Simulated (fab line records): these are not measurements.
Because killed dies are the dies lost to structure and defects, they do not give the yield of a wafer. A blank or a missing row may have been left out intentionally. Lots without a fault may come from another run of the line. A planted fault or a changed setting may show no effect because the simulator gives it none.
Split-lot study + flow n5_finfet + 21 wafers read from 7 lots, route of 1938 steps

## ON THE SPLIT
At N5_GATE_CUT_COAT_27 (time 60 s, resist thk 10 nm), the setting spin_rpm was moved away from the recipe's 1500 rpm on 6 of the 21 wafers read, by -8.5% to +9.4%. The other wafers ran this setting at the recipe's value.

## FROM THE SPLIT TO THE READING: what the file shows between them, 3 steps
- N5_GATE_CUT_COAT_07: resist thk 30 nm
- N5_GATE_CUT_EBR_09
- N5_GATE_CUT_DESCUM_18: chemistry O2, time 7 s

## THE READING
etch.depth_nm (the simulator's own value, which no gauge read), in nm, at N5_GATE_CUT_ETCH_28 (etches underlayer in N2/H2, target depth 13 nm, time 10.4 s). No usual value for it is given in the file. Across the 15 wafers here that went through the recipe, the average is 9.968 nm and the standard deviation 0.031 nm.

| wafer  | tool, chamber at the split | spin_rpm as run, rpm | against the recipe | etch.depth_nm, nm | against lot-mates on the recipe |
|--------|----------------------------|----------------------|--------------------|-------------------|---------------------------------|
| L074.4 | litho_track-02, 0          | 1500                 | recipe             | 9.888             | -                               |
| L074.5 | litho_track-02, 0          | 1373                 | -8.5%              | 10.36             | +0.445                          |
| L074.6 | litho_track-02, 0          | 1500                 | recipe             | 9.941             | -                               |
| L075.2 | litho_track-02, 0          | 1500                 | recipe             | 9.954             | -                               |
| L075.3 | litho_track-02, 0          | 1500                 | recipe             | 9.932             | -                               |
| L075.4 | litho_track-02, 0          | 1500                 | recipe             | 9.946             | -                               |
| L084.3 | litho_track-01, 0          | 1500                 | recipe             | 9.971             | -                               |
| L084.5 | litho_track-01, 0          | 1500                 | recipe             | 9.978             | -                               |
| L084.6 | litho_track-01, 0          | 1500                 | recipe             | 9.992             | -                               |
| L088.1 | litho_track-02, 0          | 1500                 | recipe             | 9.976             | -                               |
| L088.3 | litho_track-02, 0          | 1500                 | recipe             | 9.972             | -                               |
| L088.5 | litho_track-02, 0          | 1573                 | +4.9%              | 9.689             | -0.285                          |
| L091.1 | litho_track-01, 0          | 1500                 | recipe             | 9.991             | -                               |
| L091.2 | litho_track-01, 0          | 1500                 | recipe             | 9.977             | -                               |
| L091.5 | litho_track-01, 0          | 1500                 | recipe             | 9.988             | -                               |
| L093.1 | litho_track-02, 0          | 1500                 | recipe             | 10.02             | -                               |
| L093.2 | litho_track-02, 0          | 1500                 | recipe             | 9.988             | -                               |
| L093.5 | litho_track-02, 0          | 1443                 | -3.8%              | 10.2              | +0.196                          |
| L097.4 | litho_track-01, 0          | 1641                 | +9.4%              | 9.623             | no lot-mate on the recipe       |
| L097.5 | litho_track-01, 0          | 1641                 | +9.4%              | 9.629             | no lot-mate on the recipe       |
| L097.6 | litho_track-01, 0          | 1641                 | +9.4%              | 9.587             | no lot-mate on the recipe       |

THE FIT
A straight line over all 21 wafers: etch.depth_nm changes by -0.0419 nm for each +1% of spin_rpm; r = -0.98; the points scatter about the line by 0.04 nm.
The same after taking each lot's own level away (the mean of its wafers on the recipe; 18 wafers): -0.0539 nm for each +1%; r = -1.00; scatter 0.014 nm.
According to that fit, moving spin_rpm by its largest amount changes the reading by 0.51 nm.
Measured against the standard deviation above, the lots' own levels, which go from 9.9145 to 10.0040 nm, span 2.9 times it.
In other words, the slope is changed by the lot-to-lot level; the two fits disagree.
Check: +0.471 nm against its lot-mates is what the line predicts for one of the wafers moved furthest among these (-8.5%) when that wafer is left out of the fit. Against them it came out at +0.445 nm.

## FURTHER SPLITS ON THESE WAFERS
Other splits were also applied to these wafers ahead of the reading. Each is held against what the fit with the lots' levels taken away leaves over:
| other split on the same wafers        | wafers away from the commonest value | r with etch.depth_nm (lot level and that fit taken away) |
|---------------------------------------|--------------------------------------|----------------------------------------------------------|
| N5_SD_EPI_N_EPI_21 temp_c             | 7                                    | -0.35                                                    |
| N5_SDB_ALD_29 ald_cycles              | 9                                    | +0.03                                                    |
| N5_DUMMY_REMOVAL_HM_STRIP_01 time_s   | 4                                    | +0.21                                                    |
| N5_HKMG_FIN_PEB_10 peb_time_s         | 9                                    | -0.30                                                    |
| N5_HKMG_FIN_DEVELOP_11 develop_time_s | 7                                    | +0.09                                                    |
| N5_GATE_CUT_COAT_34 spin_rpm          | 7                                    | +0.03                                                    |

## THE WHOLE CHAIN: every reading that the file lists as answering this split, in the file's order
| step                | what it does                                                | reading                                                                                | change (the file's fit)                | r (the file's) |
|---------------------|-------------------------------------------------------------|----------------------------------------------------------------------------------------|----------------------------------------|----------------|
| N5_GATE_CUT_COAT_27 | time 60 s, resist thk 10 nm                                 | underlayer_of_GATE_CUT_COAT_27.thk_nm (the simulator's own value, which no gauge read) | -0.0632 nm for each +1% of the setting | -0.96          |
| N5_GATE_CUT_ETCH_28 | etches underlayer in N2/H2, target depth 13 nm, time 10.4 s | etch.depth_nm (the simulator's own value, which no gauge read)                         | -0.0537 nm for each +1% of the setting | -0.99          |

## FILE'S OWN FIT
etch.depth_nm changes by -0.0537 nm for each +1% of spin_rpm, r = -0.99.
